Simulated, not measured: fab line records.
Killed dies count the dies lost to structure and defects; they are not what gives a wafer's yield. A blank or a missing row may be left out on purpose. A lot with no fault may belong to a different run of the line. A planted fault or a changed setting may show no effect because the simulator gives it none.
Matching of chambers / flow nand_harc / NHARC_P_BONDPAD_ETCH_37 on rie_diel-01 has 4 sister chambers
The step etches the open film in N2/H2, target depth 60 nm, overetch 18 nm, time 65.91 s. 8 wafers are shown with their chamber, then 10 later ones without.

== EACH WAFER AND ITS CHAMBER ==
wafer=L082.5; chamber=2; showerhead_plenum_p_Torr (Torr)=1.90; drypump_motor_current_A (A)=5.7
wafer=L083.2; chamber=2; showerhead_plenum_p_Torr (Torr)=1.90; drypump_motor_current_A (A)=5.6
wafer=L085.2; chamber=1; showerhead_plenum_p_Torr (Torr)=1.93; drypump_motor_current_A (A)=5.7
wafer=L085.3; chamber=0; showerhead_plenum_p_Torr (Torr)=2.03; drypump_motor_current_A (A)=6.5
wafer=L086.4; chamber=1; showerhead_plenum_p_Torr (Torr)=1.92; drypump_motor_current_A (A)=5.7
wafer=L086.6; chamber=3; showerhead_plenum_p_Torr (Torr)=2.19; drypump_motor_current_A (A)=5.2
wafer=L088.3; chamber=0; showerhead_plenum_p_Torr (Torr)=2.03; drypump_motor_current_A (A)=6.5
wafer=L088.4; chamber=3; showerhead_plenum_p_Torr (Torr)=2.19; drypump_motor_current_A (A)=5.2

== WAFERS WITH NO CHAMBER GIVEN ==
wafer=L088.6; showerhead_plenum_p_Torr (Torr)=1.90; drypump_motor_current_A (A)=5.7
wafer=L090.3; showerhead_plenum_p_Torr (Torr)=2.19; drypump_motor_current_A (A)=5.3
wafer=L090.4; showerhead_plenum_p_Torr (Torr)=1.92; drypump_motor_current_A (A)=5.7
wafer=L090.5; showerhead_plenum_p_Torr (Torr)=1.90; drypump_motor_current_A (A)=5.7
wafer=L095.1; showerhead_plenum_p_Torr (Torr)=1.92; drypump_motor_current_A (A)=5.7
wafer=L095.3; showerhead_plenum_p_Torr (Torr)=1.90; drypump_motor_current_A (A)=5.7
wafer=L095.5; showerhead_plenum_p_Torr (Torr)=2.19; drypump_motor_current_A (A)=5.3
wafer=L096.1; showerhead_plenum_p_Torr (Torr)=1.90; drypump_motor_current_A (A)=5.7
wafer=L096.2; showerhead_plenum_p_Torr (Torr)=1.92; drypump_motor_current_A (A)=5.7
wafer=L096.4; showerhead_plenum_p_Torr (Torr)=2.19; drypump_motor_current_A (A)=5.3

== CHAMBER TAKEN BY EACH ==
wafer=L088.6; from the rows above=2; in truth=2
wafer=L090.3; from the rows above=3; in truth=3
wafer=L090.4; from the rows above=1; in truth=1
wafer=L090.5; from the rows above=2; in truth=2
wafer=L095.1; from the rows above=1; in truth=1
wafer=L095.3; from the rows above=2; in truth=2
wafer=L095.5; from the rows above=3; in truth=3
wafer=L096.1; from the rows above=2; in truth=2
wafer=L096.2; from the rows above=1; in truth=1
wafer=L096.4; from the rows above=3; in truth=3
Placed correctly: 10 of 10. Can't be placed from these rows: 0. 0 placed wrongly.
How it was worked out, from the rows above alone: a wafer's distance from a chamber is the root of the sum, over the readings, of the square of ((its reading less the chamber's mean) divided by the reading's scatter). The wafer belongs to the nearest chamber; if the next one is less than 2 further off, it can't be placed. For every chamber, the mean is computed from those of its wafers that are shown. How the scatter is found: for the shown wafers, subtract from each reading the mean of its chamber, square and add these, divide the total by (wafers less chambers), then take the root.
